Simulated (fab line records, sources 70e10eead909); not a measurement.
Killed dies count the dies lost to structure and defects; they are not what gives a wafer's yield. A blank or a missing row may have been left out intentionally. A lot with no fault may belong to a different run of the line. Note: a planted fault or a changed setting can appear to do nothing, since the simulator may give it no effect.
Matching of chambers :: flow nandHarc :: pecvd-02 running NHARC_THIN_TSV_DEP_47: 3 sister chambers
The step deposits SiO2, target thk 200 nm. 6 wafers are shown with their chamber, then 7 later ones without.

EACH WAFER AND ITS CHAMBER
wafer: L490.4
chamber: 0
throttleValvePct (%): 15.0

wafer: L492.1
chamber: 1
throttleValvePct (%): 14.7

wafer: L492.4
chamber: 2
throttleValvePct (%): 15.3

wafer: L492.5
chamber: 1
throttleValvePct (%): 14.6

wafer: L491.2
chamber: 2
throttleValvePct (%): 15.0

wafer: L491.5
chamber: 0
throttleValvePct (%): 15.0

WAFERS WITH NO CHAMBER GIVEN
wafer: L491.6
throttleValvePct (%): 14.9

wafer: L495.2
throttleValvePct (%): 15.0

wafer: L495.3
throttleValvePct (%): 15.1

wafer: L495.4
throttleValvePct (%): 15.0

wafer: L504.3
throttleValvePct (%): 14.8

wafer: L504.4
throttleValvePct (%): 15.0

wafer: L504.6
throttleValvePct (%): 14.9

THE CHAMBER EACH PASSED THROUGH
wafer: L491.6
from the rows above: can't be placed: 0 or 2 or 1
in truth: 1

wafer: L495.2
from the rows above: can't be placed: 0 or 2
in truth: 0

wafer: L495.3
from the rows above: can't be placed: 2 or 0
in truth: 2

wafer: L495.4
from the rows above: can't be placed: 0 or 2
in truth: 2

wafer: L504.3
from the rows above: can't be placed: 1 or 0 or 2
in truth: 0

wafer: L504.4
from the rows above: can't be placed: 0 or 2
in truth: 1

wafer: L504.6
from the rows above: can't be placed: 0 or 2 or 1
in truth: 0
0 of 7 placed correctly. Can't be placed from these rows: 7 (the true chamber is among the candidates in 6). 0 placed wrongly.
How it was worked out, from the rows above alone: a wafer's distance from a chamber is the root of the sum, over the readings, of the square of ((its reading less the chamber's mean) divided by the reading's scatter). If the next closest chamber is less than 2 further off than the closest, the wafer can't be placed; otherwise it belongs to the closest. The mean given for a chamber averages the wafers shown for that chamber. The scatter: the root of (the sum of the squares of (reading less its chamber's mean) over the shown wafers, divided by (wafers less chambers)).
